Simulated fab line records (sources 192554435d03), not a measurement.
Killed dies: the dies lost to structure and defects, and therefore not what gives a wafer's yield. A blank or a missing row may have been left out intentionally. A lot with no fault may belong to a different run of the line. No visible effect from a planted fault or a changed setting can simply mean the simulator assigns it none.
fab line records	flow n5Finfet	part 2 of 2: steps 7 to 7 of 7
[record] lots = 8	wafers = 23	lastDay = 17
route steps=1938 shown BEOL_M4@1039 PASSIVATION@1936
lots untouched by any fault: they come from a run of this same line in which no faults occurred
startH: start of the lot's first displayed wafer, in hours after the record's first day	waitH: time in hours since the lot's previous step	" unchanged from the row above	L1.1+2: a row that stands for several wafers	- no value present, or no start provided	* or withheld: withheld	< > ~ a bound
route shown NAME@n: NAME is a module with steps in the file, n the number in the route of the first one	usual: the fault-free wafers' mean and standard deviation	same: alike in all rows	chamber/n: place in a boat	sites: the reading at each site	_std_site: standard deviation of those values	_edge_site: outer sites' mean less inner sites'	radiusMm: how far each site lies from the wafer's centre	mask NAME#n: copy n	behind: tool/chamber where the wafer was last shaped	hold: reason for holding the lot/hours on hold/outcome of the hold	device: the transistor (n, p or np) that didn't switch	end of line: tests of these same wafers at the route's end	for a step that has no rows: nothing shown but its recipe	killed: dies that structure and defects cost at the first sort, which is not the same as the wafer's yield	map: the dies of a wafer, with x for killed, . for not killed, _ for no die there
set.NAME: setting as actually run; set.NAME@STEP: the setting as run at that earlier step	model.NAME: the simulator's own value behind a step, which no gauge read
the route's steps for a sample of lots (tables are steps, rows are wafers)
services: from which hour (startH, from the record's first day; less than 0 if before it) a tool's chamber was out of use, for how many hours, and why
[[steps]]
[step N5_PASSIVATION_PROBE_49]
[usual] defectLimitedYield = 91.7/1.4	killed_at_M0_to_M3 = 32/9.7	killed_at_M4_up = 14/5.5	killedAtContacts = 13/6.1	killedAtFrontEnd = 35/10	killedAtOther = 4.2/2.9	killedDies = 98/17	killedOnRim = 13/4.2	killedOpen = 63/12	killedShort = 32/7.7	sort_bin_5_function = 4.8/0.9	sort_bin_6_memory = 3.1/0.63	sort_bin_8_speed = 1/3.3	sortNPass = 1073/41	sortYieldPct = 91/3.5
[same] grossDies = 1180	killedAtBackSide = 0	sort_bin_4_leakage[%] = 0
lot.wafer	tool	chamber	startH	waitH	defectLimitedYield[%]	killed_at_M0_to_M3	killed_at_M4_up	killedAtContacts	killedAtFrontEnd	killedAtOther	killedDies	killedOnRim	killedOpen	killedShort	sort_bin_5_function[%]	sort_bin_6_memory[%]	sort_bin_8_speed[%]	sortNPass	sortYieldPct[%]
L811.3	prober-01	-	287.71	0.1	92.5	39	11	11	25	3	89	13	56	29	3.9	3.2	0	1091	92
L811.4	prober-01	-	287.76	0.2	90.5	45	15	16	25	11	112	13	80	27	5.4	3.9	0	1068	91
L811.6	prober-01	-	287.86	0.3	91.2	41	9	10	39	5	104	19	68	35	5.3	3.2	0	1076	91
L813.4	prober-01	-	292.42	0.2	93.6	22	12	8	34	0	76	12	43	32	3.8	2.5	0	1104	94
L813.5	prober-01	-	292.47	0.2	92.5	23	17	19	28	2	89	15	66	23	4.0	3.2	0	1091	92
L813.6	prober-01	-	292.52	0.3	90.1	30	24	24	39	0	117	15	79	29	5.3	3.7	0	1063	90
L814.2	prober-02	-	304.71	0.1	0	35	1086	10	41	8	1180	152	72	47	95.2	4.4	0	0	0
L814.3	prober-02	-	304.76	0.1	0	38	1082	4	53	3	1180	152	78	42	95.8	3.9	0	0	0
L814.4	prober-02	-	304.81	0.2	0	25	1103	12	38	2	1180	152	56	41	96.9	2.6	0	0	0
L817.4	prober-01	-	321.73	0.2	0	25	1091	10	47	7	1180	152	62	30	97.0	2.9	0	0	0
L817.5	prober-01	-	321.78	0.2	0	32	1102	10	33	3	1180	152	58	28	97.0	2.5	0	0	0
L817.6	prober-01	-	321.83	0.3	0	41	1082	20	31	6	1180	152	59	45	96.8	2.5	0	0	0
L827.1	prober-02	-	383.03	0.0	90.5	42	9	15	43	3	112	16	75	37	5.6	3.5	0	1068	91
L827.2	prober-02	-	383.08	0.1	91.9	35	12	9	36	3	95	23	61	34	5.1	2.7	12	948	80
L827.3	prober-02	-	383.13	0.1	91.9	34	9	3	46	3	95	9	56	37	3.7	3.7	0	1085	92
L828.2	prober-01	-	389.29	0.1	93.0	31	11	18	22	1	83	13	51	32	3.7	3.1	2	1075	91
L828.4	prober-01	-	389.39	0.2	92.8	38	14	8	22	3	85	9	60	25	3.8	3.1	6	1025	87
L828.5	prober-01	-	389.44	0.2	92.0	28	13	17	34	2	94	9	57	37	4.8	2.9	21	844	72
L829.2	prober-02	-	403.49	0.1	93.6	34	4	11	19	8	76	14	55	20	3.9	2.3	0	1104	94
L829.3	prober-02	-	403.54	0.1	94.0	8	11	5	31	16	71	10	42	25	3.6	1.9	0	1109	94
L829.4	prober-02	-	403.59	0.2	92.3	20	14	21	30	6	91	9	66	24	4.5	3.0	0	1089	92
L830.2	prober-01	-	414.82	0.1	93.1	32	5	15	24	5	81	10	56	23	4.2	2.4	0	1099	93
L830.3	prober-01	-	414.87	0.1	90.8	33	13	12	47	3	108	22	60	38	5.1	3.1	0	1072	91
// killed by level:class
L811.3 BEOL_M0_SAQP:geometricParticle:short=10 BEOL_M0_SAQP:geometricParticle:open=9 MOL_CONTACT_COAG:geometricParticle:open=8 FIN_SAQP:geometricParticle:open=6 BEOL_M3:geometricParticle:open=6 STI_FIN_REVEAL:geometricParticle:open=5 BEOL_M2:geometricParticle:open=4 BEOL_M0:geometricParticle:open=4
L811.4 MOL_CONTACT_COAG:geometricParticle:open=15 BEOL_M0_SAQP:geometricParticle:open=13 BEOL_M2:geometricParticle:open=9 STI_FIN_REVEAL:geometricParticle:open=6 BEOL_M0_SAQP:geometricParticle:short=6 BEOL_M1:geometricParticle:open=6 BEOL_M4:geometricParticle:open=4 STARTING-WAFER:geometricParticle:short=4
L811.6 FIN_SAQP:geometricParticle:open=10 STI_FIN_REVEAL:geometricParticle:open=9 MOL_CONTACT_COAG:geometricParticle:open=8 BEOL_M0_SAQP:geometricParticle:open=8 BEOL_M2:geometricParticle:open=8 BEOL_M0_SAQP:geometricParticle:short=7 BEOL_M1:geometricParticle:open=6 FIN_SAQP:geometricParticle:short=4
L813.4 BEOL_M1:geometricParticle:open=9 FIN_SAQP:geometricParticle:short=8 STI_FIN_REVEAL:geometricParticle:open=8 MOL_CONTACT_COAG:geometricParticle:open=6 BEOL_M0_SAQP:geometricParticle:short=5 ILD0:geometricParticle:short=4 BEOL_M3:geometricParticle:open=4 BEOL_M5:geometricParticle:open=4
L813.5 MOL_CONTACT_COAG:geometricParticle:open=18 BEOL_M1:geometricParticle:open=7 BEOL_M4:geometricParticle:open=6 BEOL_M5:geometricParticle:open=6 BEOL_M0_SAQP:geometricParticle:short=5 BEOL_M3:geometricParticle:open=5 STI_FIN_REVEAL:geometricParticle:short=4 STI_FIN_REVEAL:geometricParticle:open=4
L813.6 MOL_CONTACT_COAG:geometricParticle:open=18 BEOL_M4:geometricParticle:open=11 HKMG_FIN:areaEtch=9 BEOL_M3:geometricParticle:open=8 FIN_SAQP:geometricParticle:open=6 MOL_CONTACT_COAG:geometricParticle:short=6 BEOL_M1:geometricParticle:open=6 BEOL_M0_SAQP:geometricParticle:open=6
L814.2 BEOL_M4:areaEtch=1060 FIN_SAQP:geometricParticle:short=13 BEOL_M1:geometricParticle:open=8 BEOL_M2:geometricParticle:open=8 BEOL_M4:geometricParticle:open=8 DUMMY_GATE:geometricParticle:open=7 MOL_CONTACT_COAG:geometricParticle:open=7 BEOL_M4:geometricParticle:short=7
L814.3 BEOL_M4:areaEtch=1060 FIN_SAQP:geometricParticle:open=20 FIN_SAQP:geometricParticle:short=19 BEOL_M3:geometricParticle:open=10 BEOL_M4:geometricParticle:open=8 BEOL_M1:geometricParticle:open=6 BEOL_M4:geometricParticle:short=6 BEOL_M0_SAQP:geometricParticle:short=5
L814.4 BEOL_M4:areaEtch=1081 FIN_SAQP:geometricParticle:open=12 FIN_SAQP:geometricParticle:short=10 MOL_CONTACT_COAG:geometricParticle:open=10 BEOL_M4:geometricParticle:open=8 BEOL_M0_SAQP:geometricParticle:short=7 BEOL_M4:geometricParticle:short=7 BEOL_M1:geometricParticle:open=6
L817.4 BEOL_M4:areaEtch=1082 DUMMY_GATE:geometricParticle:open=9 FIN_SAQP:geometricParticle:short=8 MOL_CONTACT_COAG:geometricParticle:open=6 BEOL_M3:geometricParticle:open=6 FIN_SAQP:geometricParticle:open=5 FIN_CUT:areaEtch=5 MOL_CONTACT_COAG:geometricParticle:short=4
L817.5 BEOL_M4:areaEtch=1094 BEOL_M1:geometricParticle:open=14 MOL_CONTACT_COAG:geometricParticle:open=9 STI_FIN_REVEAL:geometricParticle:open=7 BEOL_M3:geometricParticle:open=7 BEOL_M1:geometricParticle:short=6 FIN_SAQP:geometricParticle:open=4 DUMMY_GATE:geometricParticle:short=4
L817.6 BEOL_M4:areaEtch=1075 MOL_CONTACT_COAG:geometricParticle:open=15 BEOL_M1:geometricParticle:open=14 BEOL_M1:geometricParticle:short=8 BEOL_M0_SAQP:geometricParticle:short=6 GATE_CUT:geometricParticle:short=5 MOL_CONTACT_COAG:geometricParticle:short=5 SPACER0:geometricParticle:short=4
L827.1 FIN_SAQP:geometricParticle:short=15 MOL_CONTACT_COAG:geometricParticle:open=13 FIN_SAQP:geometricParticle:open=12 BEOL_M0_SAQP:geometricParticle:open=12 BEOL_M0_SAQP:geometricParticle:short=9 STI_FIN_REVEAL:geometricParticle:open=7 BEOL_M3:geometricParticle:open=6 BEOL_M1:geometricParticle:open=5
L827.2 BEOL_M0_SAQP:geometricParticle:open=11 BEOL_M0_SAQP:geometricParticle:short=11 FIN_SAQP:geometricParticle:open=10 BEOL_M0:geometricParticle:open=8 FIN_SAQP:geometricParticle:short=7 MOL_CONTACT_COAG:geometricParticle:open=6 BEOL_M5:geometricParticle:open=4 STARTING-WAFER:geometricParticle:open=4
L827.3 BEOL_M0_SAQP:geometricParticle:open=12 FIN_SAQP:geometricParticle:short=9 FIN_SAQP:geometricParticle:open=9 GATE_CUT:geometricParticle:short=6 BEOL_M0:geometricParticle:open=5 DUMMY_GATE:geometricParticle:open=4 BEOL_M1:geometricParticle:open=4 STI_FIN_REVEAL:geometricParticle:open=3
L828.2 MOL_CONTACT_COAG:geometricParticle:open=15 BEOL_M0_SAQP:geometricParticle:open=9 BEOL_M0_SAQP:geometricParticle:short=7 FIN_SAQP:geometricParticle:short=6 BEOL_M4:geometricParticle:open=5 BEOL_M1:geometricParticle:open=5 GATE_CUT:geometricParticle:short=4 STARTING-WAFER:geometricParticle:open=4
L828.4 BEOL_M2:geometricParticle:open=12 BEOL_M1:geometricParticle:open=7 GATE_CUT:geometricParticle:short=6 MOL_CONTACT_COAG:geometricParticle:open=6 BEOL_M0_SAQP:geometricParticle:short=6 BEOL_M0_SAQP:geometricParticle:open=5 FIN_SAQP:geometricParticle:short=4 STI_FIN_REVEAL:geometricParticle:open=4
L828.5 MOL_CONTACT_COAG:geometricParticle:open=13 GATE_CUT:geometricParticle:short=8 BEOL_M0_SAQP:geometricParticle:short=8 GATE_CUT:geometricParticle:open=6 BEOL_M2:geometricParticle:open=6 BEOL_M0_SAQP:geometricParticle:open=5 STI_FIN_REVEAL:geometricParticle:open=4 MOL_CONTACT_COAG:geometricParticle:short=4
L829.2 BEOL_M2:geometricParticle:open=12 MOL_CONTACT_COAG:geometricParticle:open=10 BEOL_M0_SAQP:geometricParticle:open=6 PASS1_CAP:geometricParticle:open=6 BEOL_M1:geometricParticle:open=6 FIN_SAQP:geometricParticle:open=5 FIN_SAQP:geometricParticle:short=5 BEOL_M1:geometricParticle:short=3
L829.3 STARTING-WAFER:geometricParticle:short=7 FIN_SAQP:geometricParticle:open=5 BEOL_M4:geometricParticle:open=5 MOL_CONTACT_COAG:geometricParticle:open=4 PASS1_CAP:geometricParticle:short=4 FIN_SAQP:geometricParticle:short=3 STI_FIN_REVEAL:geometricParticle:open=3 MIM_TOP_ETCH:geometricParticle:open=3
L829.4 MOL_CONTACT_COAG:geometricParticle:open=21 BEOL_M1:geometricParticle:open=7 FIN_SAQP:geometricParticle:open=5 BEOL_M4:geometricParticle:open=5 STARTING-WAFER:geometricParticle:short=5 FIN_SAQP:geometricParticle:short=4 STI_FIN_REVEAL:geometricParticle:open=4 GATE_CUT:geometricParticle:short=3
L830.2 MOL_CONTACT_COAG:geometricParticle:open=12 BEOL_M0_SAQP:geometricParticle:open=12 BEOL_M2:geometricParticle:open=6 STI_FIN_REVEAL:geometricParticle:open=5 GATE_CUT:geometricParticle:short=4 BEOL_M0_SAQP:geometricParticle:short=4 FIN_SAQP:geometricParticle:short=3 MOL_CONTACT_COAG:geometricParticle:short=3
L830.3 BEOL_M3:geometricParticle:open=9 FIN_SAQP:geometricParticle:short=8 MOL_CONTACT_COAG:geometricParticle:open=8 HKMG_FIN:areaEtch=8 BEOL_M1:geometricParticle:open=7 FIN_SAQP:geometricParticle:open=6 GATE_CUT:geometricParticle:short=6 BEOL_M0_SAQP:geometricParticle:open=5
[[services]]
tool	chamber	startH	hours	kind
rieDiel-05	1	160.41	-	clean
rieDiel-05	1	160.41	-	consumableReplace:focusRing
rieDiel-05	1	160.41	-	consumableReplace:showerhead
rieDiel-05	1	160.41	34.7	scheduledDown
rieDiel-05	1	160.41	34.7	ventCycle
rieDiel-04	3	174.86	-	clean
rieDiel-04	3	174.86	-	consumableReplace:focusRing
rieDiel-04	3	174.86	-	consumableReplace:showerhead
rieDiel-04	3	174.86	20.3	scheduledDown
rieDiel-04	3	174.86	20.3	ventCycle
rieDiel-04	2	201.91	1.7	repair
rieDiel-05	3	236.18	4.1	repair
rieDiel-03	1	247.14	7.8	repair
rieDiel-04	2	268.75	-	clean
rieDiel-04	2	268.75	-	consumableReplace:focusRing
rieDiel-04	2	268.75	-	consumableReplace:showerhead
rieDiel-04	2	268.75	31.2	scheduledDown
rieDiel-04	2	268.75	31.2	ventCycle
rieDiel-05	2	293.13	6.3	repair
rieDiel-03	3	297.06	-	clean
rieDiel-03	3	297.06	-	consumableReplace:focusRing
rieDiel-03	3	297.06	31.2	scheduledDown
rieDiel-03	3	297.06	31.2	ventCycle
[[key]]
[firstSign] step = N5_BEOL_M4_ETCH_69	reading = toolRecord	direction = missing
[effect] step = N5_BEOL_M4_ETCHBACK_99	reading = oesProductAu	direction = down	sigmas = 5.3	usual = 0.81	struck = 0.28
[effect] step = N5_PASSIVATION_PROBE_49	reading = killed_at_M4_up	direction = up	sigmas = 99+	usual = 14	struck = 1091
[moreKillsBornAt] N5_BEOL_M4_ETCH_69@rieDiel-05 = 6451
metAt N5_BEOL_M4_ETCH_69
struckLots L814,L817
laterRowsLeftOut L814.2,L814.3,L814.4,L817.4,L817.5,L817.6
notActingAt N5_BEOL_M4_ETCH_63,N5_BEOL_M4_ETCH_77,N5_BEOL_M4_TRENCH_ETCH_37
onsetBetween 173.27 201.27
[fault] kind = skippedStepWhole	tool = rieDiel-05	chamber = -	onsetH = 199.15	steps = N5_BEOL_M4_ETCH_69	scope = struckLotsOnly
// laterRowsLeftOut: the simulator's readings of these wafers behind a module that went badly wrong aren't trusted and aren't shown, but for the sort
